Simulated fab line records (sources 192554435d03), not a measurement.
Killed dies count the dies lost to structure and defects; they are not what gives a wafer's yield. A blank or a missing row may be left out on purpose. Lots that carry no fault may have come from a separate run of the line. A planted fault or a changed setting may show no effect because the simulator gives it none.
Problem report in the 8D (eight disciplines) form, filled by code	flow n5_finfet	the parts of the form that need people (team, actions taken, sign-off) are left out

1. PROBLEM STATEMENT
Mean of killed_at_M0_to_M3 at N5_PASSIVATION_PROBE_49: 178 across 2 wafers in 2 lots; on wafers with no fault it is 35 (standard deviation 11). Measured from the usual mean, that is +13 standard deviations.
Seen first at day 14 18:15 on prober-01, wafer L909.6. Wafers with a number at this step in the record: 7, from 3 lots. Rule for "out", or "out of limits": more than 4 standard deviations from the usual mean. Any other wafer with a number is counted as sound.

2. WHAT THIS IS AND IS NOT
question	is	is not
which readings at this step	killed_at_M0_to_M3, defect_limited_yield, killed_dies, sort_bin_5_function, sort_n_pass, sort_yield_pct	killed_at_M4_up, killed_at_contacts, killed_at_front_end, killed_at_other, killed_short, sort_bin_6_memory
which lots	L909, L912	L901
which wafers of those lots	L909.6, L912.5	L909.4, L909.5
read on which tools	prober-01, prober-02	-
when	from day 14 18:15	up to then (5 sound wafers)

3. SUSPECTS, AND WHAT RULES EACH OUT
Counting: if a tool at a process step up to the reading ran every lot that is out, it stays a suspect. Sound lots after the first of them don't rule it out here, since some wafers of a struck lot are sound.
- wet_bench-05 at N5_BEOL_M2_PRECLEAN_42 (cleans in residue remover, time 60 s): kept. It ran every lot that is out, first L909 (day 9 02:16).
- pvd_sputter-02 at N5_BEOL_M2_SURFACE_TREAT_85: kept. It ran every lot that is out, first L909 (day 9 03:11).
What counting leaves: wet_bench-05 at N5_BEOL_M2_PRECLEAN_42 and pvd_sputter-02 at N5_BEOL_M2_SURFACE_TREAT_85.

4. THE CAUSE (what the simulator had put in)
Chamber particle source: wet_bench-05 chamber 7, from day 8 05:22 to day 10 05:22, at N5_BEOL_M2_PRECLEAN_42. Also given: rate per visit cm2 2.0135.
This tool is one of the 2 suspects left after counting.

5. THE EFFECT CHAIN, in route order
Each row: a reading whose mean over the struck wafers that have a number lies more than 3 standard deviations from the usual. Readings are gone through only where the record gives a usual standard deviation; hours: the median, over the lots, of the time from a lot's start at the first step in this table giving one to that lot's start at this step; sigmas: the change measured in usual standard deviations.
hours	step	reading	usual	on struck wafers	change	sigmas
0	N5_PASSIVATION_PROBE_49	defect_limited_yield	91.4 %	81.2	-10.2	-6.8
0	N5_PASSIVATION_PROBE_49	killed_at_M0_to_M3	35	178	+144	+13
0	N5_PASSIVATION_PROBE_49	killed_dies	102	221	+119	+6.6
0	N5_PASSIVATION_PROBE_49	sort_bin_5_function	5.1 %	11.1	+6.0	+5.5
0	N5_PASSIVATION_PROBE_49	sort_n_pass	1078	959	-119	-6.6
0	N5_PASSIVATION_PROBE_49	sort_yield_pct	91.4 %	81.2	-10.2	-6.8
It contains these process steps:
- N5_PASSIVATION_PROBE_49

6. WHAT WOULD HAVE CAUGHT IT SOONER
The fault began at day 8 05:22; the first out-of-limits reading in this record came at day 14 18:15, 157 hours later.
Lots out: 2; all had begun N5_BEOL_M2_PRECLEAN_42 on wet_bench-05 by day 14 18:15. Holding the tool at that point would not have protected any of them.
